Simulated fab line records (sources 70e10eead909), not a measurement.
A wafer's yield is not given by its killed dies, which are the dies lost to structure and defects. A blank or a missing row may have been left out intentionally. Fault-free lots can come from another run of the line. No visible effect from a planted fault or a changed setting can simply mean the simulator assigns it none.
Chamber matching | flow nandHarc | rieDiel-12 running NHARC_A_CONTACT_ETCH_110: 4 sister chambers
The step etches the open film in CF4/O2, target depth 50 nm, overetch 5 nm, time 27.5 s. 8 wafers are shown with their chamber, then 12 later ones without.

WAFERS WITH THEIR CHAMBER
wafer  | chamber | drypumpMotorCurrentA (A) | showerheadPlenumPTorr (Torr)
L086.5 | 2       | 5.4                      | 1.34
L091.1 | 2       | 5.4                      | 1.33
L091.6 | 3       | 6.3                      | 1.24
L094.3 | 1       | 5.9                      | 1.30
L094.6 | 3       | 6.3                      | 1.24
L092.1 | 1       | 6.0                      | 1.30
L092.2 | 0       | 6.6                      | 1.31
L092.6 | 0       | 6.6                      | 1.31

WAFERS WITH NO CHAMBER GIVEN
wafer  | drypumpMotorCurrentA (A) | showerheadPlenumPTorr (Torr)
L093.3 | 6.6                      | 1.31
L093.4 | 6.3                      | 1.24
L093.6 | 6.6                      | 1.31
L096.1 | 6.6                      | 1.31
L096.2 | 5.4                      | 1.33
L096.5 | 6.6                      | 1.31
L097.3 | 5.4                      | 1.33
L097.4 | 6.0                      | 1.30
L097.6 | 6.3                      | 1.24
L097.1 | 6.6                      | 1.31
L097.2 | 6.3                      | 1.24
L097.5 | 5.4                      | 1.33

WHICH CHAMBER EACH WENT THROUGH
wafer  | from the rows above | in truth
L093.3 | 0                   | 0
L093.4 | 3                   | 3
L093.6 | 0                   | 0
L096.1 | 0                   | 0
L096.2 | 2                   | 2
L096.5 | 0                   | 0
L097.3 | 2                   | 2
L097.4 | 1                   | 1
L097.6 | 3                   | 3
L097.1 | 0                   | 0
L097.2 | 3                   | 3
L097.5 | 2                   | 2
Placed correctly: 12 of 12. Not placeable from these rows: 0. 0 placed wrongly.
How it was worked out, from the rows above alone: a wafer's distance from a chamber is the root of the sum, over the readings, of the square of ((its reading less the chamber's mean) divided by the reading's scatter). The wafer belongs to the nearest chamber; if the next one is less than 2 further off, it can't be placed. Each chamber's mean is taken over the wafers shown for it. The scatter: take each reading less its chamber's mean, square it, sum over the shown wafers, divide by the number of wafers less the number of chambers, and take the root.
